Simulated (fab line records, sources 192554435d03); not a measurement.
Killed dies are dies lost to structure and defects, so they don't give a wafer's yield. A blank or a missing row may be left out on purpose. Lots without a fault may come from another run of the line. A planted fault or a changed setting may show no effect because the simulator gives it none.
Chamber matching | flow n5_finfet | N5_BEOL_M7_DEP_56 on pecvd-01: 3 sister chambers
The step deposits SiCN from 3MS/NH3, target thk 10 nm, time 17.5 s. 3 wafers are shown with their chamber, then 7 later ones without.

WAFERS WITH THEIR CHAMBER
wafer  | chamber | throttle_valve_pct (%)
L087.3 | 2       | 8.7
L089.1 | 0       | 9.8
L089.4 | 1       | 8.8

WAFERS WITHOUT THEIR CHAMBER
wafer  | throttle_valve_pct (%)
L089.6 | 9.4
L090.2 | 8.7
L090.3 | 8.8
L090.6 | 9.0
L096.1 | 9.1
L096.3 | 9.6
L096.6 | 8.9

WHICH CHAMBER EACH WENT THROUGH
wafer  | from the rows above          | in truth
L089.6 | can't be placed: 0 or 1 or 2 | 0
L090.2 | can't be placed: 2 or 1      | 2
L090.3 | can't be placed: 1 or 2      | 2
L090.6 | can't be placed: 1 or 2      | 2
L096.1 | can't be placed: 1 or 2 or 0 | 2
L096.3 | 0                            | 0
L096.6 | can't be placed: 1 or 2      | 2
Placed correctly: 1 of 7. Can't be placed from these rows: 6 (the true chamber is among the candidates in 6). Placed wrongly: 0.
How it was worked out, from the rows above alone: a wafer's distance from a chamber is the root of the sum, over the readings, of the square of ((its reading less the chamber's mean) divided by the reading's scatter). The wafer belongs to the nearest chamber; if the next one is less than 2 further off, it can't be placed. A chamber's mean is the mean of its shown wafers. The scatter: with one shown wafer a chamber, the root of the mean of the squares of how far each hidden wafer lies from its nearest shown one.
